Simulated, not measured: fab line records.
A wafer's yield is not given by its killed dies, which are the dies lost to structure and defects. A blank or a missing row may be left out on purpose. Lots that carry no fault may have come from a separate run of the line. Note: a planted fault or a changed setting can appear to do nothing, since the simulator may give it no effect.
Problem report in the 8D (eight disciplines) form, filled by code + flow n5-finfet + the parts of the form that need people (team, actions taken, sign-off) are left out

== 1. THE ISSUE ==
Wafers without a fault read 1499.9 rpm, standard deviation 0.99; spin-speed-rpm at N5_BEOL_M14_COAT_65 reads a mean of 1547.3 rpm on 6 wafers belonging to 2 lots. That puts it +48 standard deviations away from the usual mean.
The step: time 60 s, resist thk 450 nm.
The first sign was on wafer L898.3 at day 15 02:53, on litho-track-04. Wafers with a number at this step in the record: 18, from 6 lots. By rule, "out" or "out of limits" means more than 4 standard deviations away from the usual mean. Any other wafer with a number is counted as sound.

== 2. WHAT IT IS; WHAT IT IS NOT ==
| question                    | is                     | is not                                                                   |
|-----------------------------|------------------------|--------------------------------------------------------------------------|
| which readings at this step | spin-speed-rpm         | -                                                                        |
| which lots                  | L898, L901             | L893, L895, L911, L912                                                   |
| which wafers of those lots  | all that have a number | -                                                                        |
| read on which tools         | litho-track-04         | litho-track-02, litho-track-03                                           |
| when                        | from day 15 02:53      | up to then (6 sound wafers); but 6 sound wafers of L911, L912 came after |

== 3. THE SUSPECTS, EACH WITH WHAT RULES IT OUT ==
Counting: a tool at a process step up to the reading stays a suspect if it ran every lot that is out and no sound lot after the first of them.
- rie-diel-03 at N5_BEOL_M14_DESCUM_15 (chemistry O2, time 7.9 s): kept. Every lot that is out went through it, starting with L898 (day 15 02:25), and after that it ran no sound lot; the last sound lot it ran before then is L893 (day 13 19:41).
- rie-diel-03 at N5_BEOL_M14_ETCH_59 (etches BARC in N2/H2, target depth 89 nm, overetch 26.7 nm, time 67.9 s): kept. Every lot that is out went through it, starting with L898 (day 15 02:26), and after that it ran no sound lot; the last sound lot it ran before then is L893 (day 13 19:44).
- rie-diel-03 at N5_BEOL_M14_VIA_ETCH_16 (etches SiO2 in C4F8/O2/Ar, target depth 1231.3 nm): kept. Every lot that is out went through it, starting with L898 (day 15 02:30), and after that it ran no sound lot; the last sound lot it ran before then is L893 (day 13 19:47).
- rie-diel-03 at N5_BEOL_M14_STRIP_63 (strips in O2): kept. Every lot that is out went through it, starting with L898 (day 15 02:51), and after that it ran no sound lot; the last sound lot it ran before then is L893 (day 13 20:10). Because N5_BEOL_M14_STRIP_63 lacks a start for some lots, the hours and order of its lots are taken from N5_BEOL_M14_CD_MEAS_17.
- rie-diel-03 at N5_BEOL_M14_STRIP_64 (strips in O2): kept. Every lot that is out went through it, starting with L898 (day 15 02:51), and after that it ran no sound lot; the last sound lot it ran before then is L893 (day 13 20:10). Because N5_BEOL_M14_STRIP_64 lacks a start for some lots, the hours and order of its lots are taken from N5_BEOL_M14_CD_MEAS_17.
- litho-track-04 at N5_BEOL_M14_COAT_65 (time 60 s, resist thk 450 nm): kept. Every lot that is out went through it, starting with L898 (day 15 02:53), and after that it ran no sound lot; the last sound lot it ran before then is L895 (day 14 07:11). Its own spin-speed-rpm readings are out on those wafers.
Left after counting: rie-diel-03 at N5_BEOL_M14_DESCUM_15, rie-diel-03 at N5_BEOL_M14_ETCH_59, rie-diel-03 at N5_BEOL_M14_VIA_ETCH_16, rie-diel-03 at N5_BEOL_M14_STRIP_63, rie-diel-03 at N5_BEOL_M14_STRIP_64, litho-track-04 at N5_BEOL_M14_COAT_65.

== 4. THE CAUSE (what the simulator had put in) ==
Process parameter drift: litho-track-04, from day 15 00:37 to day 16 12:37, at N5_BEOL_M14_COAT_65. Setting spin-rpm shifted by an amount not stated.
Counting leaves 6 suspects; this tool is one of them.

== 5. THE EFFECT CHAIN, in route order ==
Each row: a reading whose mean over the struck wafers that have a number lies more than 3 standard deviations from the usual. Readings are gone through only where the record gives a usual standard deviation; hours: the median, over the lots, of the time from a lot's start at the first step in this table giving one to that lot's start at this step; sigmas: the change measured in usual standard deviations.
| hours | step                | reading        | usual      | on struck wafers | change | sigmas |
|-------|---------------------|----------------|------------|------------------|--------|--------|
| 0     | N5_BEOL_M14_COAT_65 | spin-speed-rpm | 1499.9 rpm | 1547.3           | +47.4  | +48    |
It contains these process steps:
- N5_BEOL_M14_COAT_65: time 60 s, resist thk 450 nm.

== 6. HOW IT WOULD HAVE BEEN CAUGHT EARLIER ==
The fault began at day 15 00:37; the first out-of-limits reading in this record came at day 15 02:53, 2 hours later.
